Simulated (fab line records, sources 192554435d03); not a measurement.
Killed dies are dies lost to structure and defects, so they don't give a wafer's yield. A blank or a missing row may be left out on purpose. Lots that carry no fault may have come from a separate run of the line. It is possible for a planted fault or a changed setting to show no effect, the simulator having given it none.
Matching of chambers    flow n5 finfet    pecvd-04 running N5_BEOL_M7_DEP_56: 3 sister chambers
The step deposits SiCN from 3MS/NH3, target thk 10 nm, time 17.5 s. 22 wafers are shown with their chamber, then 11 later ones without.

EACH WAFER AND ITS CHAMBER
wafer   chamber  throttle valve pct (%)  showerhead plenum p Torr (Torr)
L075.3  0        8.9                     3.666
L075.4  1        9.6                     3.652
L075.5  0        8.9                     3.664
L074.3  0        9.0                     3.661
L074.5  0        8.9                     3.663
L074.6  1        9.7                     3.669
L076.2  1        10.0                    3.656
L076.4  0        8.8                     3.676
L076.5  1        9.8                     3.670
L078.4  1        9.4                     3.657
L078.5  0        8.6                     3.673
L078.6  1        9.9                     3.657
L081.1  0        8.8                     3.667
L081.2  2        8.5                     3.684
L081.3  0        9.0                     3.666
L081.4  2        8.4                     3.690
L081.5  0        8.9                     3.670
L081.6  2        8.4                     3.682
L082.1  1        9.8                     3.669
L082.4  2        8.5                     3.687
L082.6  0        8.9                     3.671
L083.1  0        9.1                     3.672

SIGNATURES (means of the wafers above)
reading                   chamber 0  chamber 1  chamber 2  scatter within a chamber
throttle valve pct        8.891      9.743      8.450      0.148
showerhead plenum p Torr  3.66809    3.66143    3.68575    0.00562
Rule: for a wafer and a chamber, the distance is found by dividing, reading by reading, the gap between the wafer's reading and the chamber's mean by the reading's scatter, squaring, summing and taking the root. If the next closest chamber is less than 2 further off than the closest, the wafer can't be placed; otherwise it belongs to the closest. The scatter: the root of (the sum of the squares of (reading less its chamber's mean) over the shown wafers, divided by (wafers less chambers)).

WAFERS WITH NO CHAMBER GIVEN
wafer   throttle valve pct (%)  showerhead plenum p Torr (Torr)
L083.3  8.4                     3.686
L083.4  8.6                     3.688
L084.2  8.2                     3.678
L084.5  8.6                     3.692
L084.6  9.1                     3.669
L087.2  9.2                     3.661
L087.3  8.6                     3.676
L087.6  9.6                     3.669
L086.2  9.5                     3.652
L086.4  9.8                     3.664
L086.5  9.0                     3.673

CHAMBER TAKEN BY EACH
wafer   from the rows above      in truth
L083.3  2                        2
L083.4  2                        2
L084.2  2                        2
L084.5  2                        2
L084.6  0                        0
L087.2  can't be placed: 0 or 1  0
L087.3  can't be placed: 2 or 0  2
L087.6  1                        1
L086.2  1                        1
L086.4  1                        1
L086.5  0                        0
Placed correctly: 9 of 11. These rows do not allow placing 2 (true chamber among the candidates in 2). Placed wrongly: 0.
